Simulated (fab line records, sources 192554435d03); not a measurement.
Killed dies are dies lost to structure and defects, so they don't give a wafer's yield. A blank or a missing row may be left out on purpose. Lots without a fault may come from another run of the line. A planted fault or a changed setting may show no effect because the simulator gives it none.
Split-lot experiment | flow n5_finfet | 7 lots, 21 wafers read, on a route of 1938 steps

THE SPLIT
At N5_BEOL_M14_ILD_DEP_00 (deposits SiO2 from TEOS/O2, target thk 1119.3 nm, time 237.4 s), the setting time_s was moved away from the recipe's 237.4 s on 7 of the 21 wafers read, by -6.1% to +12.8%. The other wafers ran this setting at the recipe's value.

The file shows no step between the split and the reading.

THE READING
M14_ILD_THK, in nm, at N5_BEOL_M14_THK_MEAS_01. Fault-free wafers of this fab line usually give 1116 nm, standard deviation 15 nm.

wafer  | tool, chamber at the split | time_s as run, s | against the recipe | M14_ILD_THK, nm | against lot-mates on the recipe
L077.1 | pecvd-03, 0,2              | 237.4            | recipe             | 1137            | -
L077.4 | pecvd-03, 0,2              | 237.4            | recipe             | 1136            | -
L077.6 | pecvd-03, 1                | 237.4            | recipe             | 1147            | -
L079.2 | pecvd-04, 0                | 237.4            | recipe             | 1105            | -
L079.4 | pecvd-04, 2                | 237.4            | recipe             | 1123            | -
L079.5 | pecvd-04, 1                | 252              | +6.1%              | 1198            | +84
L088.1 | pecvd-04, 1                | 237.4            | recipe             | 1107            | -
L088.5 | pecvd-04, 1                | 267.9            | +12.8%             | 1271            | +159
L088.6 | pecvd-04, 0                | 237.4            | recipe             | 1117            | -
L095.2 | pecvd-03, 0                | 223              | -6.1%              | 1040            | -80
L095.5 | pecvd-03, 0                | 237.4            | recipe             | 1120            | -
L095.6 | pecvd-03, 2                | 223              | -6.1%              | 1046            | -74
L094.1 | pecvd-03, 2                | 237.4            | recipe             | 1115            | -
L094.3 | pecvd-03, 0                | 237.4            | recipe             | 1109            | -
L094.4 | pecvd-03, 1                | 237.4            | recipe             | 1125            | -
L089.1 | pecvd-02, 2                | 262.4            | +10.5%             | 1232            | +120
L089.2 | pecvd-02, 0                | 237.4            | recipe             | 1100            | -
L089.6 | pecvd-02, 1                | 237.4            | recipe             | 1124            | -
L092.1 | pecvd-04, 0                | 266              | +12.0%             | 1231            | +100
L092.2 | pecvd-04, 2                | 266              | +12.0%             | 1237            | +106
L092.4 | pecvd-04, 1                | 237.4            | recipe             | 1131            | -
Where a row lists several chambers, the file gives one row for several wafers and doesn't say which wafer went through which chamber.

THE FIT
A straight line over all 21 wafers: M14_ILD_THK changes by +10.8 nm for each +1% of time_s; r = +0.98; the points scatter about the line by 14 nm.
The same after taking each lot's own level away (the mean of its wafers on the recipe; 21 wafers): +10.8 nm for each +1%; r = +0.98; scatter 13 nm.
On that fit, the largest move of time_s shifts the reading by 1.4e+02 nm.
The lots' own levels span 1112.0 to 1140.0 nm, that is 1.9 times the standard deviation above.
So the lot-to-lot level changes the slope little: the two slopes agree.
Check: with one of the wafers moved furthest among these (+12.8%) left out of the fit, the line predicts +130 nm for it against its lot-mates. It came out at +159 nm against them.

OTHER SPLITS ON THESE WAFERS
These wafers also went through other splits before the reading. Each is held against what the fit with the lots' levels taken away leaves over:
other split on the same wafers | wafers away from the commonest value | r with M14_ILD_THK (lot level and that fit taken away)
N5_BEOL_M13_ETCH_59 time_s     | 6                                    | +0.03
N5_BEOL_M13_SPUTTER_43 power_w | 4                                    | -0.17

THE WHOLE CHAIN: every reading that the file lists as answering this split, in the file's order
step                    | what it does                                                   | reading                                                                             | change (the file's fit)              | r (the file's)
N5_BEOL_M14_ILD_DEP_00  | deposits SiO2 from TEOS/O2, target thk 1119.3 nm, time 237.4 s | SiO2_of_BEOL_M14_ILD_DEP_00.thk_nm (the simulator's own value, which no gauge read) | +11.1 nm for each +1% of the setting | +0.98
N5_BEOL_M14_THK_MEAS_01 |                                                                | M14_ILD_THK                                                                         | +11.2 for each +1% of the setting    | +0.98
N5_BEOL_M14_VIA_ETCH_16 | etches SiO2 in C4F8/O2/Ar, target depth 1231.3 nm              | etch.depth_nm (the simulator's own value, which no gauge read)                      | +11.1 nm for each +1% of the setting | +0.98
N5_BEOL_M14_VIA_ETCH_16 | etches SiO2 in C4F8/O2/Ar, target depth 1231.3 nm              | coat_of_BEOL_M14_COAT_04.thk_nm (the simulator's own value, which no gauge read)    | -2.29 nm for each +1% of the setting | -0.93

THE FILE'S OWN FIT
M14_ILD_THK changes by +11.2 nm for each +1% of time_s, r = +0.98.
